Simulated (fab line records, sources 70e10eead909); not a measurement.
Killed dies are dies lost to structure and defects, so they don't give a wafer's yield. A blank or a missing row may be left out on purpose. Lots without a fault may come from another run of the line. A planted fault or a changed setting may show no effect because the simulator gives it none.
fab line records | flow nand_harc
record lots=12 wafers=36 last_day=24
route steps=1159 shown A_CONTACT@913 END@1159
lots that met no fault: from a run of the same line without faults
start_h: hours from the record's first day to the start of the lot's first wafer shown | wait_h: hours since the lot's step before | " the same as in the row above | L1.1+2: a row that stands for several wafers | - no value, or no start given | * or withheld: withheld | < > ~ a bound
route shown NAME@n: a module of which the file shows steps, and the number in the route of the first | usual: mean/standard deviation of fault-free wafers | same: alike in all rows | chamber/n: place in a boat | sites: the reading at each site | _std_site: their standard deviation | _edge_site: outer sites' mean less inner sites' | radius_mm: how far each site lies from the wafer's centre | mask NAME#n: copy n | behind: the tool/chamber that last shaped the wafer | hold: why the lot was held/for how many hours/how that ended | device: the transistor (n, p or np) that didn't switch | end of line: the same wafers' tests at the end of the route | a step without rows: its recipe alone | killed: dies lost to structure and defects at the first sort, not the wafer's yield | map: a wafer's dies, x killed, . not, _ none there
set.NAME: the setting as run; set.NAME@STEP: as run at that earlier step | model.NAME: the simulator's own value behind a step, which no gauge read
steps of the route over a sample of lots; a table a step, a row a wafer
services: from which hour (start_h, from the record's first day; less than 0 if before it) a tool's chamber was out of use, for how many hours, and why
## steps
# step NHARC_A_CONTACT_ETCH_133
# recipe source_w=withheld pressure_mtorr=20 bias_v=400 time_s=195 target_depth_a=8400 ar_flow_sccm=withheld c4f8_flow_sccm=11.5 o2_flow_sccm=7.2 chemistry=C4F8/O2/Ar
# usual oes_air_line_au=1.004/0.02
# columns lot.wafer tool chamber start_h wait_h oes_air_line_au rf_hours_counter_h
L976.2 har_cap_etch-02 1 382.23 0.1 1.008 12
L976.3 " 1 " " 1.016 -
L976.4 " 0 " " 1.033 -
L975.1 har_cap_etch-03 0 382.34 0.1 1.010 84
L975.5 " 0 " " 1.007 -
L975.6 " 1 " " 1.035 -
L980.2 har_cap_etch-02 1 394.34 0.1 1.003 14
L980.3 " 0 " " 0.980 -
L980.6 " 0 " " 0.988 -
L979.3 har_cap_etch-01 1 401.39 0.2 1.017 -
L979.6 " 1 " " 0.994 -
L979.5 " 0 " " 0.991 -
L982.2 har_cap_etch-03 0 423.59 0.2 1.008 92
L982.3 " 1 " " 0.964 -
L982.5 " 1 " " 1.020 -
L989.1 har_cap_etch-01 0 447.59 0.1 1.003 73
L989.4 " 1 " " 1.036 -
L989.5 " 1 " " 1.036 -
L988.2 har_cap_etch-02 1 450.37 0.1 1.005 25
L988.4 " 0 " " 1.005 -
L988.3 " 1 " " 1.016 -
L991.1 har_cap_etch-01 1 473.60 0.1 1.003 78
L991.3 " 1 " " 1.022 -
L991.5 " 0 " " 0.997 -
L994.1 har_cap_etch-03 0 486.74 0.1 0.984 103
L994.6 " 0 " " 1.001 -
L994.5 " 1 " " 1.017 -
L993.2 har_cap_etch-02 1 499.20 0.1 1.003 33
L993.1 " 0 " " 1.007 33
L993.4 " 0 " " 1.008 -
L996.2 har_cap_etch-01 0 504.82 0.1 1.013 82
L996.3 " 1 " " 1.002 -
L996.6 " 0 " " 1.000 -
L997.4 har_cap_etch-02 1 518.56 0.2 0.962 -
L997.3 " 0 " " 1.002 -
L997.6 " 1 " " 0.988 -
# step NHARC_A_CONTACT_CD_MEAS_80
# usual cd_nm=189.9/0.74
# columns lot.wafer tool chamber start_h wait_h cd_nm
L976.2 cd_sem-01 - 383.08 - 189.7
L976.3 " - " " 190.1
L976.4 " - " " 190.5
L975.1 cd_sem-02 - 383.14 - 190.6
L975.5 " - " " 189.9
L975.6 " - " " 190.3
L980.2 cd_sem-02 - 395.16 - 190.2
L980.3 " - " " 189.8
L980.6 " - " " 189.5
L979.3 cd_sem-02 - 402.10 - 190.5
L979.5 " - " " 190.4
L979.6 " - " " 191.2
L982.2 cd_sem-02 - 424.44 - 189.8
L982.3 " - " " 189.3
L982.5 " - " " 189.5
L989.1 cd_sem-01 - 448.52 - 188.3
L989.4 " - " " 188.7
L989.5 " - " " 189.8
L988.2 cd_sem-01 - 451.11 - 190.2
L988.3 " - " " 191.0
L988.4 " - " " 190.6
L991.1 cd_sem-01 - 474.38 - 189.8
L991.3 " - " " 190.5
L991.5 " - " " 189.8
L994.1 cd_sem-02 - 487.52 - 190.0
L994.5 " - " " 190.3
L994.6 " - " " 190.0
L993.1 cd_sem-02 - 499.98 - 191.2
L993.2 " - " " 189.7
L993.4 " - " " 189.4
L996.2 cd_sem-03 - 505.56 - 189.2
L996.3 " - " " 189.3
L996.6 " - " " 190.8
L997.3 cd_sem-02 - 519.25 - 190.4
L997.4 " - " " 189.6
L997.6 " - " " 190.1
# step NHARC_A_CONTACT_DEP_85
# recipe target_thk_a=500 target_thk_nm=50 temp_c=400 pressure_torr=3.5 flow_sccm=200 rf_w=350 material=SiON
# usual chamber_pressure_Torr=3.501/0.008 heater_power_w=744/86
# columns lot.wafer tool chamber start_h wait_h chamber_pressure_Torr heater_power_w
L976.2 pecvd-02 2 385.32 0.8 3.491 773
L976.3 " 1 " " 3.493 616
L976.4 " 1 " " 3.494 597
L975.1 pecvd-01 2 385.58 1.1 3.511 736
L975.6 " 1 " " 3.508 814
L975.5 " 2 " " 3.506 738
L980.2 pecvd-04 1 398.84 0.9 3.503 826
L980.3 " 2 " " 3.506 830
L980.6 " 0 " " 3.499 630
L979.3 pecvd-04 1 404.46 0.7 3.507 855
L979.5 " 2 " " 3.495 759
L979.6 " 0 " " 3.506 731
L982.3 pecvd-02 1 426.97 0.6 3.507 638
L982.2 " 0 " " 3.504 600
L982.5 " 2 " " 3.502 743
L989.1 pecvd-01 0 451.46 1.1 3.490 748
L989.4 " 1 " " 3.508 762
L989.5 " 2 " " 3.508 790
L988.3 pecvd-04 1 453.91 0.7 3.493 860
L988.2 " 2 " " 3.496 810
L988.4 " 0 " " 3.508 731
L991.1 pecvd-02 0 478.01 1.2 3.511 608
L991.3 " 1 " " 3.509 647
L991.5 " 1 " " 3.504 648
L994.1 pecvd-01 0 492.35 1.1 3.515 750
L994.6 " 2 " " 3.508 761
L994.5 " 0 " " 3.503 764
L993.2 pecvd-04 2 502.21 0.9 3.503 855
L993.1 " 1 " " 3.502 814
L993.4 " 1 " " 3.488 818
L996.2 pecvd-04 0 507.84 0.9 3.491 642
L996.3 " 1 " " 3.498 847
L996.6 " 2 " " 3.498 881
L997.3 pecvd-04 0 521.47 0.7 3.477 671
L997.6 " 2 " " 3.499 778
L997.4 " 1 " " 3.500 740
# step NHARC_A_CONTACT_INSPECT_10
# usual raw_defect_count=25/10
# columns lot.wafer tool chamber start_h wait_h raw_defect_count
L976.2 defect_inspect-02 - 386.16 0.0 25
L976.3 " - " " 38
L976.4 " - " " 20
L975.1 defect_inspect-01 - 386.39 0.0 26
L975.5 " - " " 26
L975.6 " - " " 16
L980.2 defect_inspect-01 - 399.66 0.0 15
L980.3 " - " " 7
L980.6 " - " " 16
L979.3 defect_inspect-02 - 405.13 0.0 32
L979.5 " - " " 21
L979.6 " - " " 23
L982.2 defect_inspect-01 - 427.82 0.0 43
L982.3 " - " " 38
L982.5 " - " " 38
L989.1 defect_inspect-02 - 452.32 0.0 30
L989.4 " - " " 48
L989.5 " - " " 31
L988.2 defect_inspect-01 - 454.73 0.0 34
L988.3 " - " " 21
L988.4 " - " " 27
L991.1 defect_inspect-01 - 478.85 0.1 33
L991.3 " - " " 633
L991.5 " - " " 629
L994.1 defect_inspect-01 - 493.01 0.0 30
L994.5 " - " " 32
L994.6 " - " " 25
L993.1 defect_inspect-01 - 502.93 0.0 32
L993.2 " - " " 34
L993.4 " - " " 33
L996.2 defect_inspect-02 - 508.54 0.0 21
L996.3 " - " " 15
L996.6 " - " " 14
L997.3 defect_inspect-01 - 522.29 0.0 17
L997.4 " - " " 11
L997.6 " - " " 10
# step NHARC_A_CONTACT_ETCH_89
# recipe target_depth_a=2600 over_etch_frac=0.3 time_s=475.3 ion_energy_ev=200 n2_flow_sccm=150 h2_flow_sccm=150 ar_flow_sccm=0 rf_w=400 bias_w=150 chemistry=N2/H2
# usual drypump_motor_current_A=5.56/0.27 oes_product_au=0.999/0.012 rf_vpp_V=429.7/2.9 showerhead_plenum_p_Torr=2.01/0.1 throttle_valve_pct=14.170/0.0089
# columns lot.wafer tool chamber start_h wait_h drypump_motor_current_A oes_product_au rf_hours_counter_h rf_vpp_V showerhead_plenum_p_Torr throttle_valve_pct
L976.2 rie_diel-11 3 - - 5.12 0.997 3 427.0 1.93 14.185
L976.4 " 1 " " 5.77 1.006 3 427.3 1.98 14.173
L976.3 " 2 " " 5.22 1.005 3 430.5 2.00 14.165
L975.1 rie_diel-05 3 - - 5.38 1.008 9 434.2 2.19 14.181
L975.5 " 0 " " 5.61 0.981 - 427.1 1.92 14.183
L975.6 " 1 " " 5.42 0.986 - 429.3 2.00 14.164
L980.3 rie_diel-06 3 - - 5.75 0.978 57 432.7 2.13 14.173
L980.2 " 1 " " 6.10 0.983 61 429.7 2.03 14.165
L980.6 " 3 " " 5.76 0.978 - 434.1 2.13 14.159
L979.3 rie_diel-11 3 - - 5.13 0.996 6 425.7 1.93 14.168
L979.5 " 2 " " 5.21 0.997 - 430.3 2.00 14.152
L979.6 " 3 " " 5.12 0.998 - 428.3 1.93 14.154
L982.2 rie_diel-11 0 - - 5.63 0.994 11 426.7 1.88 14.166
L982.3 " 2 " " 5.20 1.008 10 430.7 2.00 14.176
L982.5 " 1 " " 5.76 0.995 - 429.5 1.98 14.169
L989.1 rie_diel-05 1 - - 5.43 0.997 33 429.3 1.99 14.168
L989.4 " 2 " " 5.73 1.007 34 433.6 2.13 14.183
L989.5 " 3 " " 5.38 1.016 - 434.6 2.18 14.176
L988.2 rie_diel-11 1 - - 5.79 0.990 15 428.4 1.98 14.172
L988.4 " 2 " " 5.22 1.000 16 430.1 2.00 14.170
L988.3 " 0 " " 5.62 1.009 17 425.8 1.88 14.169
L991.3 rie_diel-06 1 - - 6.09 0.983 25 429.6 2.02 14.174
L991.1 " 3 " " 5.74 0.988 3 431.2 2.12 14.160
L991.5 " 1 " " 6.09 0.981 - 429.9 2.02 14.178
L994.1 rie_diel-05 3 - - 5.36 1.022 51 433.8 2.18 14.162
L994.6 " 1 " " 5.44 1.001 - 429.8 1.99 14.162
L994.5 " 2 " " 5.74 1.021 - 432.4 2.13 14.185
L993.4 rie_diel-06 0 - - 5.41 0.999 33 434.3 2.21 14.163
L993.1 " 2 " " 6.06 1.003 26 426.7 1.93 14.184
L993.2 " 3 " " 5.78 0.992 10 431.4 2.12 14.177
L996.2 rie_diel-05 1 - - 5.42 0.988 53 428.4 1.98 14.163
L996.3 " 2 " " 5.74 0.999 53 433.2 2.13 14.164
L996.6 " 3 " " 5.37 1.015 - 434.6 2.18 14.187
L997.4 rie_diel-06 0 - - 5.43 1.005 39 434.3 2.20 14.179
L997.3 " 2 " " 6.04 0.999 32 426.8 1.93 14.163
L997.6 " 0 " " 5.43 0.998 - 435.6 2.20 14.177
# step NHARC_END_SORT_01
# recipe temp_c=25
# usual killed_at_array=24/8.4 killed_at_other=0.7/1.1 killed_at_periphery=2.9/1.7 killed_dies=27/8.6 killed_open=3.3/1.8 killed_short=1.8/1.4
# same gross_dies=677
# columns lot.wafer tool chamber start_h wait_h killed_at_array killed_at_other killed_at_periphery killed_dies killed_open killed_short
L991.1 prober-02 0 538.34 2.5 29 0 2 31 5 0
L991.3 prober-02 0 539.94 3.1 113 0 2 115 6 0
L991.5 prober-02 0 541.55 3.7 116 1 1 118 2 1
# killed by level:class
L991.1 A_SLIT:chamber_film_flake=14 A_STAIRCASE:chamber_film_flake=5 A_CHANNEL_HOLE_D1:chamber_film_flake=3 A_CONTACT:chamber_film_flake=3 P_M0:geometric_particle:open=1 A_ONON_D1:geometric_particle:open=1 A_WL_FILL:geometric_particle:open=1 A_CONTACT:geometric_particle:open=1
L991.3 A_CONTACT:unspecified=77 A_SLIT:chamber_film_flake=21 A_CHANNEL_HOLE_D1:chamber_film_flake=8 A_ONON_D1:geometric_particle:open=3 A_STAIRCASE:chamber_film_flake=2 P_GATE:geometric_particle:open=1 P_M0:geometric_particle:open=1 A_CONTACT:geometric_particle:open=1
L991.5 A_CONTACT:unspecified=80 A_SLIT:chamber_film_flake=20 A_STAIRCASE:chamber_film_flake=5 A_CHANNEL_HOLE_D1:chamber_film_flake=4 A_CONTACT:chamber_film_flake=3 A_CONTACT:geometric_particle:open=1 A_CONTACT:geometric_particle:short=1 A_BLC:geometric_particle:open=1
## services
# columns tool chamber start_h hours kind
har_cap_etch-01 - 363.27 0.3 repair
rie_diel-11 - 366.50 9.0 pm
rie_diel-11 0 366.50 9.0 vent_cycle
pecvd-04 - 376.32 13.0 pm
pecvd-04 0 376.32 13.0 vent_cycle
pecvd-04 1 376.32 13.0 vent_cycle
pecvd-04 2 376.32 13.0 vent_cycle
pecvd-04 0 389.32 - clean
pecvd-04 1 389.32 - clean
pecvd-04 2 389.32 - clean
rie_diel-11 2 389.44 2.3 repair
pecvd-01 - 392.67 6.3 repair
rie_diel-06 1 401.58 7.4 repair
pecvd-02 2 403.67 6.9 repair
pecvd-02 2 411.58 6.3 repair
pecvd-01 - 418.00 13.0 pm
rie_diel-06 - 418.21 9.0 pm
rie_diel-06 2 465.01 7.0 repair
rie_diel-11 0 469.31 12.6 repair
rie_diel-06 3 471.49 6.7 repair
har_cap_etch-03 - 471.93 0.8 repair
pecvd-02 0 506.60 12.7 repair
pecvd-02 - 515.16 13.0 pm
rie_diel-05 1 521.02 1.9 repair
## key
first_sign step=NHARC_A_CONTACT_INSPECT_10 reading=raw_defect_count direction=up sigmas=60 usual=25 struck=631
effect step=NHARC_END_SORT_01 reading=killed_at_array direction=up sigmas=11 usual=24 struck=114
more_kills_born_at NHARC_A_CONTACT_DEP_85@pecvd-02=157
met_at NHARC_A_CONTACT_DEP_85
struck_lots L991
struck_wafers L991.3,L991.5
tester_left_out L991
not_acting_at NHARC_A_CONTACT_ETCH_133,NHARC_A_CONTACT_CD_MEAS_80,NHARC_A_CONTACT_ETCH_89
onset_between 426.97 478.01
fault kind=chamber_particle_source tool=pecvd-02 chamber=1 onset_h=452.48 steps=NHARC_A_CONTACT_DEP_85 rate_per_visit_cm2=0.90553 end_h=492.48
# tester_left_out: of these lots the tester's yield and bins aren't shown, on N5 and GAA mostly nor the transistor test; their killed dies are dies lost to structure and defects alone, not to doping, threshold or leakage, so they don't give the yield
